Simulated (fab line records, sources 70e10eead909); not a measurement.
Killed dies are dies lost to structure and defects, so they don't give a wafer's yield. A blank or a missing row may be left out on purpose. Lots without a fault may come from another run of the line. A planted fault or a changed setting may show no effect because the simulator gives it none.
Tool commonality check | flow nand_harc | 2 lots, 6 wafers sampled

WHY IT WAS OPENED
At NHARC_END_SORT_01 the reading killed_at_periphery is flagged on 2 of 2 lots. Wafers without a fault read 3.2, standard deviation 2.3.
Rule: a lot is flagged when every wafer of it that has a number lies more than 4 standard deviations from that mean, or none has a number. The other lots count as sound.

lot  | measured     | on        | killed_at_periphery, wafer by wafer | flag
L879 | day 23 01:42 | prober-01 | 35 49 58                            | FLAGGED
L882 | day 23 17:43 | prober-02 | 54 33 55                            | FLAGGED
The numbers of the flagged lots are 47.3 on average: +44.1 against the usual, or +19 standard deviations.

WHICH TOOL RAN EACH LOT
The record holds 3 process steps before the reading, out of a route of 1159 steps. In each cell: the tool, then ch and the chambers that the sampled wafers went through, then the start.
lot  | flag    | NHARC_P_BONDPAD_DEP_00         | NHARC_A_BONDPAD_PRE_CLEAN_26            | NHARC_A_BONDPAD_ANNEAL_28
L879 | FLAGGED | pecvd-02 ch 0,1,2, day 9 21:36 | pvd_sputter-01, day 21 21:47 or earlier | rtp_anneal-02 ch 0, day 21 21:47
L882 | FLAGGED | pecvd-02 ch 1,2, day 10 12:32  | pvd_sputter-03, day 22 09:03 or earlier | rtp_anneal-02 ch 0, day 22 09:03
What these steps do:
- NHARC_P_BONDPAD_DEP_00: deposits SiCN, target thk 250 nm.
- NHARC_A_BONDPAD_PRE_CLEAN_26: time 30 s.
- NHARC_A_BONDPAD_ANNEAL_28: time 90 s.
- NHARC_END_SORT_01

FLAGGED OVER TOTAL, TOOL BY TOOL (the gauges that took the reading come last)
step                         | tool           | lots run | flagged | share of the flagged lots | sound lots run after its first flagged lot
NHARC_P_BONDPAD_DEP_00       | pecvd-02       | 2        | 2       | all                       | 0
NHARC_A_BONDPAD_PRE_CLEAN_26 | pvd_sputter-01 | 1        | 1       | some                      | 0
NHARC_A_BONDPAD_PRE_CLEAN_26 | pvd_sputter-03 | 1        | 1       | some                      | 0
NHARC_A_BONDPAD_ANNEAL_28    | rtp_anneal-02  | 2        | 2       | all                       | 0
NHARC_END_SORT_01            | prober-01      | 1        | 1       | some                      | 0
NHARC_END_SORT_01            | prober-02      | 1        | 1       | some                      | 0
NHARC_A_BONDPAD_PRE_CLEAN_26 gives no start for some lots, so the hours and the order of its lots are those of NHARC_A_BONDPAD_ANNEAL_28.

WHAT THE TABLE ALLOWS
2 rows of the table ran every flagged lot: pecvd-02 at NHARC_P_BONDPAD_DEP_00, rtp_anneal-02 at NHARC_A_BONDPAD_ANNEAL_28.
- pecvd-02 at NHARC_P_BONDPAD_DEP_00: 2 of its 2 lots flagged. It ran no sound lot before its first flagged lot in this sample, so the start can't be narrowed down.
- rtp_anneal-02 at NHARC_A_BONDPAD_ANNEAL_28: 2 of its 2 lots flagged. It ran no sound lot before its first flagged lot in this sample, so the start can't be narrowed down.
Counting lots can't tell these 2 tools apart, because each fits a fault that began at some hour. More lots, or a look at what each step does to the wafer, might.

WHAT THE SIMULATOR HAD PUT IN
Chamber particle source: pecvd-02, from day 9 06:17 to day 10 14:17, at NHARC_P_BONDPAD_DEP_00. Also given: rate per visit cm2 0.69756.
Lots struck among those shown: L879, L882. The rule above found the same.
